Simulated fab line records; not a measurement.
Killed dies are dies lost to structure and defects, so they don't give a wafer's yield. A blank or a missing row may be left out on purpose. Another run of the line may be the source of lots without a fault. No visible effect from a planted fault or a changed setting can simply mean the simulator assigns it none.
Matching of chambers | flow nand_harc | 4 sister chambers for NHARC_A_CHANNEL_FILL_D1_ETCHBACK_20 on rie_diel-06
The step etches the open film in C4F8/O2/Ar, target depth 27 nm, time 13.5 s. 8 wafers are shown with their chamber, then 9 later ones without.

== EACH WAFER AND ITS CHAMBER ==
wafer  | chamber | rf_vpp_V (V) | oes_product_au (a.u.)
L078.3 | 3       | 984          | 0.93
L085.1 | 1       | 987          | 0.93
L085.5 | 3       | 984          | 0.93
L087.3 | 0       | 985          | 0.98
L087.5 | 1       | 987          | 0.98
L089.3 | 0       | 985          | 1.00
L089.4 | 2       | 980          | 1.00
L089.5 | 2       | 978          | 0.99

== WAFERS WITH NO CHAMBER GIVEN ==
wafer  | rf_vpp_V (V) | oes_product_au (a.u.)
L088.1 | 984          | 0.99
L088.3 | 985          | 1.00
L088.6 | 986          | 0.99
L091.4 | 985          | 1.00
L091.5 | 983          | 1.00
L091.6 | 979          | 0.99
L092.1 | 983          | 0.99
L092.2 | 981          | 0.98
L092.6 | 985          | 0.99

== WHICH CHAMBER EACH ONE RAN IN ==
wafer  | from the rows above     | in truth
L088.1 | can't be placed: 0 or 3 | 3
L088.3 | 0                       | 0
L088.6 | can't be placed: 0 or 1 | 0
L091.4 | 0                       | 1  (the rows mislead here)
L091.5 | can't be placed: 0 or 3 | 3
L091.6 | 2                       | 2
L092.1 | can't be placed: 0 or 3 | 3
L092.2 | 2                       | 2
L092.6 | 0                       | 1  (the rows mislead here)
Correct placement for 3 of the 9. Cannot be placed on the basis of these rows: 4; the candidates contain the true chamber in 4. Placed wrongly: 2.
How it was worked out, from the rows above alone: a wafer's distance from a chamber is the root of the sum, over the readings, of the square of ((its reading less the chamber's mean) divided by the reading's scatter). The wafer belongs to the nearest chamber; if the next one is less than 2 further off, it can't be placed. The mean given for a chamber averages the wafers shown for that chamber. How the scatter is found: for the shown wafers, subtract from each reading the mean of its chamber, square and add these, divide the total by (wafers less chambers), then take the root.
